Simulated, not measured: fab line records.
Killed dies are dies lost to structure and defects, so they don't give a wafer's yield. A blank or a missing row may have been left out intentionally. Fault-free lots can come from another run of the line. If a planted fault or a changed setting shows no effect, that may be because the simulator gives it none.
A struck lot beside a sound one / flow nand harc / 13 steps out of a route of 1302
Sound: these wafers, L839.1, L839.2, L839.4. Struck: wafer L836.6 (L836.1, L836.5, from the same lot, were not struck and are left out); the cause is given at the end.
Per side, at each step with rows, come the tool, then ch with its chambers, and then its first start. Under that, the readings that differ: sound wafers / struck wafers / difference of the means / sigmas: that difference in standard deviations of wafers without a fault.
alike: words and numbers the same on both sides, and readings whose means are apart by under 2 such deviations; not compared: readings that were withheld, readings missing a value for some wafer, numbers with overlapping values and no deviation given by the record, and bounds like >300 which may hide the same value.
A row with sigmas, a row that says differs or no value, or rows on one side alone: a step with any of these is where the two part. Numbers that don't overlap but have no deviation are shown without sigmas and don't part them. Lack of a reading on every wafer of one side parts them only where that side has two or more wafers.

first, 6 steps without rows for these wafers: NHARC_A_STAIRCASE_EBR_05; NHARC_A_STAIRCASE_EXPOSE_06 (exposes mask STAIR); NHARC_A_STAIRCASE_PEB_07 (peb time 130 s); NHARC_A_STAIRCASE_DEVELOP_08 (time 140 s); NHARC_A_STAIRCASE_HARDBAKE_10 (time 140 s); NHARC_A_STAIRCASE_DESCUM_11 (chemistry O2, time 3 s).
NHARC_A_STAIRCASE_TRIM_12: chemistry O2, time 211.2 s.
  sound on rie diel-02 ch 0,1,2, day 21 16:35; struck on rie diel-03 ch 0, day 20 17:37
  alike: chamber pressure mTorr, drypump motor current A, oes product au, rf vpp V, showerhead plenum p Torr, throttle valve pct
  not compared: rf hours counter h
NHARC_A_STAIRCASE_ETCH_13: etches the open film in C4F8/O2, target depth 100 nm, time 40.5 s.
  sound: rie diel-02 ch 0,1,3; struck: rie diel-03 ch 3
  alike: chamber pressure mTorr, oes product au, rf vpp V, run length s
  not compared: rf hours counter h
NHARC_A_STAIRCASE_TRIM_14: chemistry O2, time 211.2 s.
  sound: rie diel-02 ch 0,1,2; struck: rie diel-03 ch 2
  alike: chamber pressure mTorr, drypump motor current A, oes product au, rf vpp V, showerhead plenum p Torr, throttle valve pct
  not compared: rf hours counter h
NHARC_A_STAIRCASE_ETCH_15: etches the open film in C4F8/O2, target depth 100 nm, time 40.5 s.
  sound: rie diel-02 ch 0,1,2; struck: rie diel-03 ch 1
  alike: chamber pressure mTorr, oes product au, rf vpp V, run length s
  not compared: rf hours counter h
NHARC_A_STAIRCASE_TRIM_16: chemistry O2, time 211.2 s.
  sound: rie diel-02 ch 1,2,3; struck: rie diel-03 ch 2
  alike: chamber pressure mTorr, drypump motor current A, oes product au, rf vpp V, showerhead plenum p Torr, throttle valve pct
  not compared: rf hours counter h
NHARC_A_STAIRCASE_ETCH_17: etches the open film in C4F8/O2, target depth 100 nm, time 40.5 s.
  sound on rie diel-02 ch 0,2,3, day 21 17:13; struck on rie diel-03 ch 0, day 20 18:20
reading=run length s (s); sound=61.4 60.9 61.5; struck=75.2; difference=+13.9; sigmas=+36
  alike: chamber pressure mTorr, oes product au, rf vpp V
  not compared: rf hours counter h
then, 1 step without rows for these wafers: NHARC_A_STAIRCASE_TRIM_18 (chemistry O2, time 211.2 s).

WHERE THEY PART
Only at NHARC_A_STAIRCASE_ETCH_17, as far as this record shows.

WHY: whatever the simulator had introduced
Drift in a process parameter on rie diel-03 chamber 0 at NHARC_A_STAIRCASE_ETCH_17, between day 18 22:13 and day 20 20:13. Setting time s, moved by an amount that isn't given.
